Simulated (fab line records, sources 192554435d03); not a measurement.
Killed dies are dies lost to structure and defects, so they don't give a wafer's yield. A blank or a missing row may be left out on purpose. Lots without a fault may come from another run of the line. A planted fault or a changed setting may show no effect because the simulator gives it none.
fab line records | flow n5_finfet | part 1 of 2: steps 1 to 4 of 6
record lots=17 wafers=51 last_day=20
route steps=1938 shown BEOL_M3@949
lots that met no fault: from a run of the same line without faults
start_h: hours from the record's first day to the start of the lot's first wafer shown | wait_h: hours since the lot's step before | " the same as in the row above | L1.1+2: a row that stands for several wafers | - no value, or no start given | * or withheld: withheld | < > ~ a bound
route shown NAME@n: a module of which the file shows steps, and the number in the route of the first | usual: mean/standard deviation of fault-free wafers | same: alike in all rows | chamber/n: place in a boat | sites: the reading at each site | _std_site: their standard deviation | _edge_site: outer sites' mean less inner sites' | radius_mm: how far each site lies from the wafer's centre | mask NAME#n: copy n | behind: the tool/chamber that last shaped the wafer | hold: why the lot was held/for how many hours/how that ended | device: the transistor (n, p or np) that didn't switch | end of line: the same wafers' tests at the end of the route | a step without rows: its recipe alone | killed: dies lost to structure and defects at the first sort, not the wafer's yield | map: a wafer's dies, x killed, . not, _ none there
set.NAME: the setting as run; set.NAME@STEP: as run at that earlier step | model.NAME: the simulator's own value behind a step, which no gauge read
steps of the route over a sample of lots; a table a step, a row a wafer
services: from which hour (start_h, from the record's first day; less than 0 if before it) a tool's chamber was out of use, for how many hours, and why
## steps
# step N5_BEOL_M3_ETCH_63
# recipe chemistry=CF4 target=SiARC target_depth_a=156 mask_material=CAR-EUV time_s=26 ion_energy_ev=80 pressure_mtorr=40 source_w=545 bias_w=36 Ar_flow_sccm=100 cf4_flow_sccm=100 ends=cleared
# usual bias_w=36.01/0.11 cf4_flow_sccm=100.0/0.31 chamber_pressure_mTorr=40.00/0.037 drypump_motor_current_A=5.4/0.46 etch_rf_on_time_s=26.1/0.43 oes_product_au=0.65/0.07 rf_vpp_V=184.6/0.93 showerhead_plenum_p_Torr=2.18/0.052 throttle_valve_pct=15.64/0.18
# columns lot.wafer tool chamber start_h wait_h bias_w cf4_flow_sccm chamber_pressure_mTorr drypump_motor_current_A etch_rf_on_time_s oes_product_au rf_hours_counter_h rf_vpp_V showerhead_plenum_p_Torr throttle_valve_pct
L075.1 rie_diel-04 2 171.05 0.0 35.83 100.0 40.06 5.5 26.8 0.61 187 184.5 2.13 15.70
L075.5 " 1 " " 36.13 99.8 39.96 6.1 25.9 0.59 - 184.2 2.03 15.75
L075.6 " 2 " " 35.90 100.1 39.96 5.5 26.6 0.61 - 183.2 2.13 15.71
L077.4 rie_diel-04 2 176.98 0.0 36.07 99.6 40.04 5.5 26.6 0.61 189 184.1 2.13 15.72
L077.5 " 2 " " 36.16 100.2 40.00 5.5 26.5 0.61 - 183.6 2.13 15.70
L077.6 " 3 " " 35.97 99.7 40.02 5.6 25.7 0.66 - 184.2 2.15 15.47
L078.1 rie_diel-01 1 179.41 0.0 35.98 100.3 40.03 5.8 26.0 0.60 231 184.8 2.20 15.95
L078.2 " 2 " " 36.05 99.5 40.05 5.0 25.4 0.66 152 184.8 2.14 15.75
L078.6 " 2 " " 35.98 100.5 40.03 5.0 25.7 0.65 - 183.9 2.14 15.75
L079.3 rie_diel-04 2 184.64 0.0 36.06 99.7 39.99 5.5 26.8 0.61 193 184.6 2.12 15.71
L079.5 " 0 " " 36.03 100.4 40.00 6.1 26.7 0.59 - 183.8 2.19 15.94
L079.6 " 3 " " 36.02 100.4 40.00 5.6 25.8 0.66 - 183.6 2.15 15.48
L080.3 rie_diel-02 2 186.28 0.0 36.10 99.7 40.02 4.8 25.7 0.72 76 184.8 2.25 15.96
L080.4 " 0 " " 35.82 99.9 40.01 5.0 26.7 0.59 199 184.8 2.20 15.74
L080.6 " 2 " " 36.08 99.8 40.07 4.8 25.8 0.71 - 184.8 2.25 15.93
L082.2 rie_diel-01 1 191.48 0.0 36.13 99.8 40.03 5.8 26.6 0.59 235 184.1 2.20 15.94
L082.4 " 0 " " 35.85 100.4 40.04 5.5 25.8 0.65 149 185.9 2.23 15.45
L082.5 " 3 " " 36.09 99.8 40.00 4.6 26.4 0.63 - 185.1 2.22 15.53
L083.2 rie_diel-02 0 201.29 0.0 36.11 99.5 39.98 5.1 26.7 0.58 204 183.9 2.20 15.78
L083.5 " 0 " " 36.05 100.1 39.98 5.0 26.7 0.59 - 183.0 2.20 15.77
L083.6 " 1 " " 35.76 100.0 40.05 5.0 26.3 0.64 - 184.2 2.23 15.44
L085.1 rie_diel-02 0 218.91 0.0 35.85 100.0 39.96 5.1 26.4 0.58 210 184.8 2.20 15.78
L085.2 " 1 " " 36.03 100.6 39.95 5.0 26.2 0.63 162 185.5 2.23 15.43
L085.5 " 3 " " 35.94 100.5 39.98 5.5 26.6 0.68 - 185.6 2.25 15.37
L087.2 rie_diel-04 2 242.20 0.0 35.96 100.1 40.04 5.5 26.6 0.59 213 183.4 2.12 15.76
L087.5 " 0 " " 36.00 100.0 40.03 6.1 26.3 0.82 - 183.0 2.19 15.49
L087.6 " 2 " " 36.06 99.9 40.04 5.5 26.8 0.59 - 183.1 2.12 15.76
L088.1 rie_diel-01 0 275.35 0.0 36.13 100.1 39.95 5.5 25.6 0.63 173 184.7 2.22 15.47
L088.2 " 2 " " 36.02 99.9 40.06 5.0 25.7 0.63 180 182.7 2.13 15.82
L088.4 " 1 " " 35.80 100.5 40.02 5.7 25.4 0.84 2 186.3 2.20 15.50
L089.1 rie_diel-01 0 275.61 0.0 36.01 100.1 40.01 5.5 25.9 0.63 173 185.0 2.22 15.48
L089.2 " 1 " " 36.19 100.5 40.07 5.7 25.7 0.83 2 184.2 2.20 15.49
L089.6 " 2 " " 36.13 100.0 40.02 5.0 25.8 0.63 - 183.4 2.13 15.82
L090.2 rie_diel-01 0 290.99 0.0 36.18 99.9 40.09 5.4 25.6 0.62 177 185.3 2.22 15.49
L090.4 " 2 " " 36.16 99.9 40.00 4.9 25.5 0.63 184 183.3 2.13 15.79
L090.6 " 0 " " 36.05 100.0 40.08 5.4 25.6 0.63 - 185.9 2.22 15.50
L092.3 rie_diel-02 0 291.04 0.0 35.97 100.1 40.00 5.1 26.6 0.58 230 184.9 2.19 15.83
L092.4 " 1 " " 35.78 99.5 39.97 5.0 26.1 0.63 183 185.2 2.22 15.47
L092.5 " 3 " " 36.18 99.6 39.99 5.5 26.4 0.67 - 185.2 2.24 15.41
L093.1 rie_diel-01 3 292.01 0.0 35.99 100.4 40.02 4.7 26.1 0.61 203 185.2 2.21 15.59
L093.2 " 2 " " 35.93 99.7 40.01 4.9 25.7 0.63 184 184.1 2.13 15.82
L093.5 " 2 " " 35.91 99.6 39.94 4.9 25.4 0.63 - 184.6 2.13 15.81
L094.2 rie_diel-04 2 296.65 0.0 35.98 100.2 39.93 5.5 27.3 0.58 231 185.3 2.11 15.80
L094.3 " 1 " " 35.99 99.6 40.06 6.1 26.1 0.80 10 185.4 2.28 15.33
L094.5 " 3 " " 35.96 100.4 40.02 5.6 25.8 0.64 - 184.4 2.13 15.56
L095.1 rie_diel-04 2 297.67 0.0 35.99 100.0 39.97 5.5 27.2 0.58 231 184.5 2.11 15.79
L095.4 " 3 " " 36.24 100.3 40.04 5.6 26.1 0.63 177 183.7 2.13 15.58
L095.5 " 0 " " 35.83 100.0 40.02 6.1 26.5 0.77 - 185.3 2.18 15.52
L096.1 rie_diel-01 1 311.72 0.0 36.06 99.5 39.99 5.8 25.7 0.80 11 185.4 2.19 15.51
L096.4 " 0 " " 36.00 99.7 39.99 5.5 25.7 0.62 183 184.5 2.22 15.52
L096.6 " 1 " " 35.87 99.7 40.00 5.7 25.6 0.81 - 183.9 2.19 15.51
# step N5_BEOL_M3_STRIP_19
# recipe chemistry=O2 power_w=400 temp_c=40 pressure_mtorr=30 rf_frequency_hz=6e+07 bias_power_w=0 overash_fraction=0.2 o2_flow_sccm=225
# usual chamber_pressure_mTorr=30.001/0.026 drypump_motor_current_A=5.4/0.45 oes_product_au=0.76/0.075 rf_vpp_V=3.6/0.46 showerhead_plenum_p_Torr=2.14/0.057 throttle_valve_pct=16.70/0.2
# same overash_fraction=0.2
# columns lot.wafer tool chamber start_h wait_h chamber_pressure_mTorr drypump_motor_current_A oes_product_au rf_hours_counter_h rf_vpp_V showerhead_plenum_p_Torr throttle_valve_pct
L075.1 rie_diel-04 0 171.37 0.1 30.061 6.1 0.70 243 3.8 2.16 17.03
L075.5 " 1 " " 30.020 6.1 0.68 - 3.4 1.98 16.78
L075.6 " 0 " " 29.973 6.1 0.70 - 3.1 2.15 17.02
L077.4 rie_diel-04 0 177.29 0.1 29.978 6.1 0.69 245 3.9 2.15 17.04
L077.5 " 3 " " 30.020 5.6 0.75 - 3.8 2.11 16.57
L077.6 " 2 " " 30.040 5.5 0.71 - 3.3 2.08 16.72
L078.1 rie_diel-02 3 179.72 0.1 29.987 5.5 0.82 78 3.8 2.20 16.38
L078.2 " 2 " " 29.973 4.8 0.84 74 3.6 2.21 17.01
L078.6 " 1 " " 29.981 5.1 0.76 - 3.6 2.19 16.48
L079.3 rie_diel-02 2 184.96 0.1 30.011 4.8 0.84 75 4.2 2.21 17.02
L079.5 " 1 " " 29.980 5.1 0.76 - 3.3 2.19 16.50
L079.6 " 0 " " 30.049 5.1 0.69 - 3.7 2.17 16.82
L080.3 rie_diel-02 0 186.59 0.1 29.993 5.1 0.69 199 3.4 2.17 16.82
L080.4 " 3 " " 30.040 5.5 0.82 80 3.3 2.20 16.38
L080.6 " 1 " " 29.989 5.0 0.77 - 3.6 2.19 16.49
L082.2 rie_diel-01 2 191.80 0.1 29.976 5.0 0.76 157 3.1 2.11 16.87
L082.4 " 1 " " 30.023 5.8 0.69 235 3.3 2.16 16.98
L082.5 " 1 " " 30.008 5.8 0.69 - 3.9 2.16 16.98
L083.2 rie_diel-04 2 201.69 0.1 29.980 5.5 0.71 200 3.8 2.07 16.76
L083.5 " 2 " " 29.974 5.5 0.72 - 3.5 2.07 16.77
L083.6 " 3 " " 29.974 5.6 0.75 - 3.7 2.10 16.58
L085.1 rie_diel-01 0 219.22 0.1 29.997 5.5 0.74 156 3.3 2.19 16.50
L085.2 " 1 " " 30.009 5.8 0.69 242 3.4 2.15 17.01
L085.5 " 3 " " 30.070 4.7 0.74 - 4.0 2.17 16.54
L087.2 rie_diel-02 2 242.50 0.1 30.041 4.8 0.82 92 3.8 2.20 17.05
L087.5 " 2 " " 29.938 4.8 0.82 - 3.4 2.20 17.05
L087.6 " 1 " " 29.959 5.1 0.74 - 4.3 2.19 16.51
L088.1 rie_diel-02 0 275.76 0.2 29.954 5.0 0.67 225 3.2 2.16 16.88
L088.2 " 2 " " 29.991 4.8 0.82 101 3.8 2.20 17.06
L088.4 " 1 " " 30.012 5.1 0.74 178 3.0 2.18 16.51
L089.1 rie_diel-02 3 276.01 0.2 29.980 5.5 0.80 104 3.8 2.19 16.43
L089.2 " 0 " " 29.984 5.0 0.68 225 3.1 2.16 16.87
L089.6 " 2 " " 29.992 4.8 0.81 - 3.8 2.20 17.07
L090.2 rie_diel-04 2 291.33 0.1 29.975 5.5 0.69 230 2.9 2.06 16.81
L090.4 " 1 " " 29.955 6.1 0.94 9 3.5 2.24 16.39
L090.6 " 2 " " 29.986 5.5 0.68 - 3.7 2.06 16.81
L092.3 rie_diel-04 0 291.37 0.1 29.945 6.1 0.92 25 4.0 2.14 16.63
L092.4 " 1 " " 30.058 6.1 0.94 9 3.8 2.24 16.38
L092.5 " 1 " " 29.994 6.1 0.94 - 3.3 2.24 16.38
L093.1 rie_diel-01 0 292.32 0.1 30.000 5.5 0.72 178 4.3 2.18 16.56
L093.2 " 2 " " 29.971 5.0 0.73 184 3.3 2.10 16.90
L093.5 " 2 " " 30.009 5.0 0.73 - 3.3 2.10 16.93
L094.2 rie_diel-01 0 297.04 0.2 30.050 5.4 0.72 179 4.0 2.18 16.56
L094.3 " 2 " " 30.041 5.0 0.73 185 3.6 2.10 16.91
L094.5 " 2 " " 30.003 5.0 0.73 - 4.7 2.10 16.94
L095.1 rie_diel-04 0 298.01 0.1 30.002 6.1 0.92 27 3.0 2.14 16.63
L095.4 " 2 " " 30.005 5.5 0.69 231 4.2 2.06 16.81
L095.5 " 0 " " 30.004 6.1 0.92 - 3.4 2.14 16.64
L096.1 rie_diel-01 3 312.03 0.1 29.989 4.6 0.72 208 3.6 2.16 16.58
L096.4 " 0 " " 30.023 5.5 0.72 183 2.7 2.18 16.57
L096.6 " 2 " " 30.007 4.9 0.73 - 3.5 2.09 16.91
# step N5_BEOL_M3_CD_MEAS_18
# recipe pitch_nm=36 target_cd_nm=18
# usual cd_nm=18.01/0.29
# columns lot.wafer tool chamber start_h wait_h cd_nm
L075.1 cd_sem-03 - 171.45 0.1 18.06
L075.5 " - " " 18.13
L075.6 " - " " 18.70
L077.4 cd_sem-02 - 177.36 0.1 17.50
L077.5 " - " " 17.78
L077.6 " - " " 17.73
L078.1 cd_sem-02 - 179.79 0.0 18.03
L078.2 " - " " 17.68
L078.6 " - " " 18.18
L079.3 cd_sem-03 - 185.03 0.1 18.31
L079.5 " - " " 18.30
L079.6 " - " " 18.50
L080.3 cd_sem-01 - 186.66 0.1 18.43
L080.4 " - " " 18.11
L080.6 " - " " 18.41
L082.2 cd_sem-03 - 191.87 0.1 17.65
L082.4 " - " " 18.22
L082.5 " - " " 17.82
L083.2 cd_sem-03 - 201.76 0.1 18.09
L083.5 " - " " 18.35
L083.6 " - " " 17.80
L085.1 cd_sem-03 - 219.29 0.0 18.27
L085.2 " - " " 18.08
L085.5 " - " " 18.25
L087.2 cd_sem-01 - 242.57 0.1 18.26
L087.5 " - " " 17.78
L087.6 " - " " 17.92
L088.1 cd_sem-03 - 275.83 0.0 17.92
L088.2 " - " " 17.83
L088.4 " - " " 17.72
L089.1 cd_sem-01 - 276.08 0.0 18.16
L089.2 " - " " 17.81
L089.6 " - " " 18.22
L090.2 cd_sem-01 - 291.40 0.1 17.82
L090.4 " - " " 18.31
L090.6 " - " " 18.06
L092.3 cd_sem-03 - 291.44 0.1 17.62
L092.4 " - " " 17.53
L092.5 " - " " 17.65
L093.1 cd_sem-02 - 292.39 0.0 18.12
L093.2 " - " " 18.61
L093.5 " - " " 17.86
L094.2 cd_sem-03 - 297.11 0.1 18.49
L094.3 " - " " 18.05
L094.5 " - " " 17.94
L095.1 cd_sem-01 - 298.08 0.0 18.10
L095.4 " - " " 18.13
L095.5 " - " " 17.97
L096.1 cd_sem-02 - 312.10 0.0 17.90
L096.4 " - " " 18.34
L096.6 " - " " 17.70
# step N5_BEOL_M3_ETCH_69
# recipe chemistry=CF4 target=SiARC target_depth_a=156 mask_material=CAR-EUV time_s=26 ion_energy_ev=80 pressure_mtorr=40 source_w=545 bias_w=36 Ar_flow_sccm=100 cf4_flow_sccm=100 ends=cleared
# usual bias_w=36.00/0.11 cf4_flow_sccm=100.1/0.33 chamber_pressure_mTorr=40.00/0.037 drypump_motor_current_A=5.4/0.47 etch_rf_on_time_s=26.1/0.41 oes_product_au=0.66/0.077 rf_vpp_V=184.7/1.1 showerhead_plenum_p_Torr=2.19/0.059 throttle_valve_pct=15.62/0.2
# columns lot.wafer tool chamber start_h wait_h bias_w cf4_flow_sccm chamber_pressure_mTorr drypump_motor_current_A etch_rf_on_time_s oes_product_au rf_hours_counter_h rf_vpp_V showerhead_plenum_p_Torr throttle_valve_pct
L075.1 rie_diel-01 3 172.37 0.0 36.06 100.2 40.06 4.6 26.2 0.63 167 186.1 2.22 15.52
L075.5 " 2 " " 35.82 100.4 40.03 5.0 25.4 0.66 - 185.1 2.14 15.74
L075.6 " 3 " " 36.01 100.2 39.99 4.6 26.3 0.63 - 184.0 2.22 15.51
L077.4 rie_diel-04 0 177.97 0.0 36.19 99.8 40.03 6.1 27.1 0.59 245 184.8 2.19 15.94
L077.5 " 0 " " 35.94 100.0 40.02 6.1 27.2 0.58 - 184.4 2.19 15.96
L077.6 " 3 " " 36.11 99.5 40.02 5.7 25.8 0.66 - 184.4 2.15 15.48
L078.1 rie_diel-02 0 180.94 0.0 36.01 100.3 40.03 5.0 26.3 0.59 198 186.2 2.21 15.76
L078.2 " 2 " " 35.86 100.0 39.97 4.8 25.6 0.72 74 185.6 2.25 15.93
L078.6 " 1 " " 36.01 99.9 39.93 5.0 25.7 0.64 - 185.5 2.23 15.42
L079.3 rie_diel-02 3 185.67 0.0 36.14 100.1 39.98 5.5 25.9 0.70 80 185.5 2.25 15.36
L079.5 " 2 " " 35.93 99.8 39.99 4.8 25.6 0.72 - 185.7 2.25 15.93
L079.6 " 3 " " 35.86 99.7 39.92 5.5 26.1 0.70 - 185.5 2.25 15.36
L080.3 rie_diel-04 0 187.27 0.0 36.01 99.9 40.01 6.1 26.9 0.58 249 182.4 2.19 15.97
L080.4 " 3 " " 35.97 100.1 40.01 5.7 25.9 0.65 - 185.6 2.14 15.49
L080.6 " 2 " " 36.00 99.9 40.01 5.4 26.9 0.60 - 184.6 2.12 15.71
L082.2 rie_diel-02 3 192.36 0.0 36.09 100.2 39.95 5.5 26.2 0.70 82 185.8 2.25 15.35
L082.4 " 2 " " 35.87 100.1 39.95 4.8 25.8 0.72 78 187.1 2.25 15.94
L082.5 " 1 " " 36.09 99.6 40.00 5.1 26.1 0.64 - 185.3 2.23 15.43
L083.2 rie_diel-02 1 202.25 0.0 36.12 100.0 40.03 5.0 25.8 0.64 157 185.4 2.23 15.44
L083.5 " 2 " " 35.97 100.2 40.00 4.8 25.4 0.73 - 185.2 2.25 15.95
L083.6 " 1 " " 35.96 99.8 39.98 5.1 26.0 0.64 - 185.1 2.23 15.43
L085.1 rie_diel-04 1 220.07 0.0 36.08 100.1 39.94 6.1 26.3 0.57 245 182.2 2.03 15.78
L085.2 " 0 " " 35.87 99.9 40.01 6.1 26.2 0.84 3 183.3 2.19 15.47
L085.5 " 0 " " 35.96 100.8 40.05 6.1 26.1 0.84 - 185.0 2.19 15.46
L087.2 rie_diel-02 2 243.13 0.0 36.10 100.1 39.95 4.8 25.4 0.70 92 185.1 2.25 15.97
L087.5 " 2 " " 36.00 100.2 40.00 4.8 25.5 0.71 - 185.0 2.25 15.97
L087.6 " 1 " " 35.88 99.8 40.01 5.0 25.8 0.63 - 184.7 2.23 15.44
L088.1 rie_diel-01 2 276.36 0.0 36.04 99.8 40.03 4.9 25.9 0.64 180 183.0 2.13 15.80
L088.2 " 3 " " 35.94 99.4 39.98 4.6 26.3 0.61 198 185.4 2.21 15.56
L088.4 " 0 " " 35.89 100.4 40.01 5.4 26.0 0.63 173 185.5 2.22 15.48
L089.1 rie_diel-01 1 276.68 0.0 36.03 100.1 39.99 5.7 25.7 0.84 2 184.6 2.20 15.49
L089.2 " 0 " " 35.95 100.6 40.00 5.4 25.5 0.63 173 185.4 2.22 15.50
L089.6 " 3 " " 35.97 99.8 39.97 4.6 26.5 0.61 - 185.1 2.21 15.57
L090.2 rie_diel-04 3 291.89 0.0 35.97 99.7 39.94 5.6 25.7 0.63 176 183.5 2.13 15.55
L090.4 " 2 " " 35.92 99.2 39.95 5.5 26.5 0.58 230 183.3 2.11 15.79
L090.6 " 1 " " 35.95 101.0 39.99 6.1 25.7 0.82 - 184.8 2.28 15.33
L092.3 rie_diel-04 2 292.09 0.0 36.01 99.7 40.04 5.5 26.9 0.58 230 183.2 2.11 15.80
L092.4 " 3 " " 36.20 100.5 40.02 5.7 26.0 0.63 176 184.0 2.13 15.56
L092.5 " 3 " " 36.14 100.5 40.03 5.6 26.3 0.63 - 184.1 2.13 15.57
L093.1 rie_diel-02 3 292.88 0.0 35.83 100.1 39.98 5.5 26.0 0.67 109 186.3 2.24 15.41
L093.2 " 0 " " 35.88 100.2 39.97 5.0 26.5 0.57 230 184.6 2.19 15.81
L093.5 " 3 " " 35.94 100.0 39.94 5.5 26.1 0.67 - 185.3 2.24 15.42
L094.2 rie_diel-01 3 297.60 0.0 36.07 99.6 40.02 4.6 26.3 0.62 204 186.5 2.21 15.58
L094.3 " 1 " " 36.14 99.8 39.99 5.7 25.6 0.81 7 183.9 2.19 15.49
L094.5 " 2 " " 35.97 99.4 40.05 4.9 25.8 0.63 - 184.9 2.13 15.82
L095.1 rie_diel-02 1 298.58 0.0 36.01 100.4 39.99 5.1 25.7 0.62 185 184.3 2.22 15.49
L095.4 " 0 " " 36.13 99.7 40.03 5.1 26.2 0.57 - 183.6 2.19 15.83
L095.5 " 1 " " 36.01 100.7 40.07 5.1 25.8 0.62 - 184.9 2.22 15.47
L096.1 rie_diel-02 1 312.75 0.0 35.92 100.0 39.97 5.1 25.9 0.63 191 184.9 2.22 15.50
L096.4 " 0 " " 36.10 100.6 39.97 5.0 26.6 0.57 - 186.1 2.19 15.86
L096.6 " 3 " " 35.98 100.1 40.04 5.5 26.0 0.66 - 186.7 2.24 15.42
